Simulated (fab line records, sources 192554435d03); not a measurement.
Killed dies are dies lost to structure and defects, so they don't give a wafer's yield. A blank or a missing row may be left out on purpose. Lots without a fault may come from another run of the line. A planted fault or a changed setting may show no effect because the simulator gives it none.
A struck lot beside a sound one | flow n5_finfet | 14 steps out of a route of 1938
Sound: wafers L715.1, L715.2, L715.6. Struck: wafers L709.1, L709.3, L709.4. The cause comes at the end.
At each step with rows: each side's tool, then ch and its chambers, then its first start. Under that, the readings that differ: sound wafers | struck wafers | difference of the means | sigmas: that difference in standard deviations of wafers without a fault.
alike: readings whose means differ by less than 2 such deviations, and words and numbers that are the same on both sides. not compared: withheld readings, readings that some wafer has no value for, bounds like >300 that may hide the same value, and numbers for which the record gives no deviation and whose values overlap.
The two part at a step that has a row with sigmas, a row that says differs or no value, or rows on one side only. Numbers that don't overlap but have no deviation are shown without sigmas and don't part them. A reading that every wafer of one side lacks parts them only if that side has two wafers or more.

first, 3 steps without rows for these wafers: N5_DUMMY_REMOVAL_PRECLEAN_04 (cleans in DHF, time 37 s); N5_DUMMY_REMOVAL_SRD_05 (time 30 s); N5_HKMG_FIN_IL_REGROW_00 (material SiO2, chemistry O3, target thk 0.75 nm, time 30 s).
N5_HKMG_FIN_HK_ALD_01: deposits HfO2, target thk 1.6 nm, pulse time 3 s, purge time 3 s.
  sound on ald_hk-03 ch 1,3, day 6 22:44; struck on ald_hk-02 ch 0,2,3, day 5 16:29
  alike: precursor_pulse_height_rel
N5_HKMG_FIN_HK_ANNEAL_02: time 30 s.
  sound on rtp_anneal-01 ch 0, day 6 23:00; struck on rtp_anneal-01 ch 0, day 5 16:43
  alike: lamp_power_pct, lamp_zone_1_pct, wafer_temp_C_max
N5_HKMG_FIN_ALD_74: deposits La2O3, target thk 0.5 nm, pulse time 6 s, co reactant pulse time 1 s.
  sound on ald_hk-02 ch 0,1,2, day 6 23:13; struck on ald_hk-01 ch 0,1,3, day 5 16:55
  alike: heater_power_w, precursor_pulse_height_rel, susceptor_temp_C
N5_HKMG_FIN_ALD_75: deposits Al2O3, target thk 1 nm, co reactant pulse time 1 s.
  sound on ald_hk-02 ch 0,1,2, day 6 23:17; struck on ald_hk-01 ch 0,1,3, day 5 17:00
  reading                    | sound             | struck            | difference | sigmas
  precursor_pulse_height_rel | 0.952 0.974 0.976 | 1.032 1.002 1.016 | +0.049     | +2
  alike: heater_power_w, susceptor_temp_C
then, 5 steps without rows for these wafers: N5_HKMG_FIN_COAT_41 (time 60 s, resist thk 300 nm); N5_HKMG_FIN_COAT_42 (time 60 s, resist thk 35 nm); N5_HKMG_FIN_COAT_43 (resist thk 90 nm); N5_HKMG_FIN_EBR_45; N5_HKMG_FIN_SOFTBAKE_44 (time 60 s).
N5_HKMG_FIN_EXPOSE_46: exposes mask NDIPOLE.
  sound on arfi_scanner-03 ch 0, day 6 23:40; struck on arfi_scanner-03, day 5 17:13
  no value came back on the struck wafers for any of 5 readings (exposure_dose_mJ_cm2, focus_offset_nm (nm) and others); on the sound wafers exposure_dose_mJ_cm2 reads 39.97 39.93 39.90
  alike: mask
then, 1 step without rows for these wafers: N5_HKMG_FIN_PEB_47 (peb time 60 s).

WHERE THEY PART
First at N5_HKMG_FIN_ALD_75; last, within this record, at N5_HKMG_FIN_EXPOSE_46.

WHY: what the simulator had put in
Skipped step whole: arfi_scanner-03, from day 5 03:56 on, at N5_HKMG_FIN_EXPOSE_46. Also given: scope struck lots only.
